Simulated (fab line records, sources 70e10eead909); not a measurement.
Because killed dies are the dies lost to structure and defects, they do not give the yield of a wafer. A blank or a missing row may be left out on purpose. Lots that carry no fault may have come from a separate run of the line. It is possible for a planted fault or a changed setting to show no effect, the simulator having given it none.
Which of the tools did it? ; flow nandHarc ; 14 lots, 41 wafers sampled, at 4 steps of a route of 1302

## WHAT EACH GAUGE READ, for each wafer
Not one reading of a measure or inspect step in the record can be checked against a usual standard deviation.

## TOOL THAT RAN EACH LOT (tool first, then ch and the chambers of the sampled wafers, then the start)
lot;NHARC_A_CONTACT_STRIP_26;NHARC_A_BLC_ETCH_17;NHARC_A_BLC_STRIP_21;NHARC_A_BLC_CVD_24
L770;rieDiel-08 ch 1,3, day 22 23:31 or earlier;rieDiel-10 ch 0,2,3, day 22 23:31;rieDiel-13 ch 0,1,3, day 23 00:29;cvdW-01 ch 1, no start
L773;rieDiel-01 ch 0,2, day 24 04:37 or earlier;rieDiel-13 ch 0,1,2, day 24 04:37;rieDiel-13 ch 0,3, day 24 05:30;cvdW-02 ch 1, no start
L772;rieDiel-04 ch 0,2,3, day 24 06:25 or earlier;rieDiel-10 ch 2,3, day 24 06:25;rieDiel-13 ch 2,3, day 24 07:23;cvdW-01 ch 0,1, no start
L775;rieDiel-08 ch 2,3, day 25 02:56 or earlier;rieDiel-12 ch 1,2,3, day 25 02:56;rieDiel-13 ch 1,2,3, day 25 03:49;cvdW-02 ch 0,1, no start
L776;rieDiel-01 ch 0,1,3, day 25 04:27 or earlier;rieDiel-13 ch 0,1, day 25 04:27;rieDiel-10 ch 0,1,3, day 25 05:26;cvdW-02 ch 0, no start
L779;rieDiel-01 ch 0,1,3, day 27 16:44 or earlier;rieDiel-10 ch 1,2,3, day 27 16:44;rieDiel-13 ch 0,1, day 27 17:38;cvdW-01 ch 0,1, no start
L780;rieDiel-01 ch 1,2, day 27 18:02 or earlier;rieDiel-10 ch 0,2, day 27 18:02;rieDiel-13 ch 1,2, day 27 19:00;cvdW-01 ch 0,1, no start
L781;rieDiel-01 ch 0,3, day 28 03:22 or earlier;rieDiel-13 ch 2,3, day 28 03:22;rieDiel-10 ch 0,1,2, day 28 04:20;cvdW-02 ch 1, no start
L783;rieDiel-01 ch 2,3, day 30 00:32 or earlier;rieDiel-12 ch 0,1, day 30 00:32;rieDiel-10 ch 1,2,3, day 30 01:29;cvdW-01 ch 0,1, no start
L788;rieDiel-01 ch 1,3, day 30 05:46 or earlier;rieDiel-10 ch 0,3, day 30 05:46;rieDiel-10 ch 2,3, day 30 06:48;cvdW-01 ch 0,1, no start
L786;rieDiel-08 ch 1,2, day 30 12:35 or earlier;rieDiel-10 ch 0,2, day 30 12:35;rieDiel-13 ch 1,2, day 30 13:34;cvdW-02 ch 0,1, no start
L790;rieDiel-01 ch 0,2,3, day 31 06:45 or earlier;rieDiel-12 ch 1,3, day 31 06:45;rieDiel-13 ch 0,2,3, day 31 07:44;cvdW-02 ch 0,1, no start
L792;rieDiel-08 ch 0,1,2, day 32 02:19 or earlier;rieDiel-13 ch 1,2,3, day 32 02:19;rieDiel-10 ch 0,2,3, day 32 03:17;cvdW-01 ch 0,1, no start
L791;rieDiel-08 ch 1,2,3, day 32 04:05 or earlier;rieDiel-12 ch 0,1, day 32 04:05;rieDiel-13 ch 1,2, day 32 05:04;cvdW-01 ch 0,1, no start
- NHARC_A_CONTACT_STRIP_26: strips in O2.
- NHARC_A_BLC_ETCH_17: etches the open film in N2/H2, target depth 390 nm, time 609.38 s.
- NHARC_A_BLC_STRIP_21: strips in O2.
- NHARC_A_BLC_CVD_24: deposits W, target thk 150 nm, time 434 s.

## AS READ BY THE TOOLS THEMSELVES (means over the sampled wafers that have a number; for cases with no such wafer, the mark the record gives instead)
NHARC_A_CONTACT_STRIP_26. Usual: drypumpMotorCurrentA 5.9 A, standard deviation 0.38; oesProductAu 0.999 a.u., standard deviation 0.01; rfVppV 57.6 V, standard deviation 0.91; showerheadPlenumPTorr 3.47 Torr, standard deviation 0.11; throttleValvePct 17.036 %, standard deviation 0.0096.
lot;tool;drypumpMotorCurrentA (A);oesProductAu (a.u.);rfVppV (V);showerheadPlenumPTorr (Torr);throttleValvePct (%);flag
L770;rieDiel-08;6.6;0.986;57.2;3.47;17.039;
L773;rieDiel-01;5.8;1.000;57.9;3.49;17.032;
L772;rieDiel-04;5.7;0.992;57.8;3.77;17.023;
L775;rieDiel-08;6.2;0.990;57.1;3.46;17.040;
L776;rieDiel-01;5.7;0.996;57.7;3.50;17.032;
L779;rieDiel-01;5.7;1.003;57.5;3.49;17.031;
L780;rieDiel-01;5.7;1.006;58.7;3.57;17.035;
L781;rieDiel-01;5.7;1.000;58.1;3.46;17.037;
L783;rieDiel-01;5.9;0.998;57.1;3.40;17.026;
L788;rieDiel-01;5.7;1.002;58.9;3.51;17.040;
L786;rieDiel-08;6.2;0.990;56.3;3.43;17.041;
L790;rieDiel-01;5.8;1.000;58.0;3.42;17.040;
L792;rieDiel-08;6.0;1.003;57.5;3.42;17.037;
L791;rieDiel-08;6.3;0.999;57.5;3.44;17.028;

NHARC_A_BLC_ETCH_17. Usual: drypumpMotorCurrentA 5.9 A, standard deviation 0.41; oesProductAu 0.999 a.u., standard deviation 0.0084; rfVppV 430.8 V, standard deviation 2.1; showerheadPlenumPTorr 2.05 Torr, standard deviation 0.075; throttleValvePct 14.172 %, standard deviation 0.0096.
lot;tool;drypumpMotorCurrentA (A);oesProductAu (a.u.);rfVppV (V);showerheadPlenumPTorr (Torr);throttleValvePct (%);flag
L770;rieDiel-10;6.0;0.997;429.7;2.01;14.173;
L773;rieDiel-13;5.7;0.991;431.5;2.03;14.167;
L772;rieDiel-10;6.1;0.998;430.1;2.01;14.168;
L775;rieDiel-12;5.6;0.992;431.5;2.06;14.177;
L776;rieDiel-13;5.6;0.996;432.6;2.10;14.181;
L779;rieDiel-10;5.9;1.004;430.1;2.05;14.177;
L780;rieDiel-10;6.0;1.008;428.2;1.97;14.176;
L781;rieDiel-13;6.0;0.997;430.8;2.05;14.157;
L783;rieDiel-12;5.9;0.998;433.9;2.15;14.169;
L788;rieDiel-10;6.1;0.912;430.7;2.05;14.170;OFF
L786;rieDiel-10;6.0;0.935;428.3;1.97;14.190;OFF
L790;rieDiel-12;5.7;1.000;431.7;2.08;14.178;
L792;rieDiel-13;5.6;0.995;430.6;2.07;14.170;
L791;rieDiel-12;6.1;1.007;433.7;2.15;14.177;

NHARC_A_BLC_STRIP_21. Usual: drypumpMotorCurrentA 5.8 A, standard deviation 0.54; oesProductAu 1.000 a.u., standard deviation 0.0078; rfVppV 57.8 V, standard deviation 0.87; showerheadPlenumPTorr 3.53 Torr, standard deviation 0.12; throttleValvePct 17.037 %, standard deviation 0.0091.
lot;tool;drypumpMotorCurrentA (A);oesProductAu (a.u.);rfVppV (V);showerheadPlenumPTorr (Torr);throttleValvePct (%);flag
L770;rieDiel-13;6.0;1.000;58.0;3.57;17.040;
L773;rieDiel-13;6.6;0.989;58.0;3.46;17.031;
L772;rieDiel-13;5.6;1.003;58.8;3.48;17.034;
L775;rieDiel-13;5.6;1.001;58.6;3.58;17.027;
L776;rieDiel-10;5.8;1.003;58.0;3.54;17.033;
L779;rieDiel-13;5.6;0.993;58.7;3.61;17.036;
L780;rieDiel-13;5.3;1.003;57.2;3.53;17.038;
L781;rieDiel-10;5.8;1.002;57.4;3.47;17.039;
L783;rieDiel-10;5.9;1.001;58.0;3.53;17.036;
L788;rieDiel-10;6.1;1.001;57.4;3.48;17.035;
L786;rieDiel-13;5.2;1.000;57.3;3.58;17.045;
L790;rieDiel-13;6.1;0.999;57.0;3.47;17.045;
L792;rieDiel-10;6.1;1.007;57.5;3.47;17.034;
L791;rieDiel-13;5.2;1.001;57.5;3.62;17.052;

NHARC_A_BLC_CVD_24. Usual: heaterPowerW 465 W, standard deviation 51; throttleValvePct 7.85 %, standard deviation 0.29.
lot;tool;heaterPowerW (W);throttleValvePct (%);flag
L770;cvdW-01;526;7.81;
L773;cvdW-02;470;8.22;
L772;cvdW-01;433;7.50;
L775;cvdW-02;485;7.95;
L776;cvdW-02;482;8.10;
L779;cvdW-01;427;7.70;
L780;cvdW-01;475;7.37;
L781;cvdW-02;476;8.02;
L783;cvdW-01;480;7.72;
L788;cvdW-01;480;7.57;
L786;cvdW-02;475;8.11;
L790;cvdW-02;477;8.23;
L792;cvdW-01;488;7.57;
L791;cvdW-01;429;7.55;

## THE ANSWER, worked out from the rows above alone
Rule: a lot counts as off when the mean over its wafers that have a number is more than 3 standard deviations away from the usual mean. A lot without any number at a reading at which 4 lots or more have one is off too. All remaining lots with rows at the step are treated as sound. After the gauges, taken in route order, come the tools' own readings; for these a lot's mean is taken, as printed above. The first step at which some lot is off is used, and at that step the reading that is off furthest; a lot without a number counts as furthest.
Off at NHARC_A_BLC_ETCH_17 (oesProductAu): L788, L786.
A tool fits if, at that step or a process step before it, it ran every lot that is off, and no sound lot after the first of them. With no start given for some of its lots, NHARC_A_CONTACT_STRIP_26 uses the hours and lot order of NHARC_A_BLC_ETCH_17. One candidate fits, namely rieDiel-10 at NHARC_A_BLC_ETCH_17. A fault onset in the window from L780 (day 27 18:02, its last sound lot) to L788 (day 30 05:46, its first lot off) fits.
The tool's own readings at NHARC_A_BLC_ETCH_17 bear it out: on the lots that are off they differ by more than 5 times the standard deviation of the sound lots' means. oesProductAu reads 0.923 a.u. there against 0.999 a.u. on the sound lots.

## WHAT THE SIMULATOR HAD INSERTED
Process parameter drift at NHARC_A_BLC_ETCH_17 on rieDiel-10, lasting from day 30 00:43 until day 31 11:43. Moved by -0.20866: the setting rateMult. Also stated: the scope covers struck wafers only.
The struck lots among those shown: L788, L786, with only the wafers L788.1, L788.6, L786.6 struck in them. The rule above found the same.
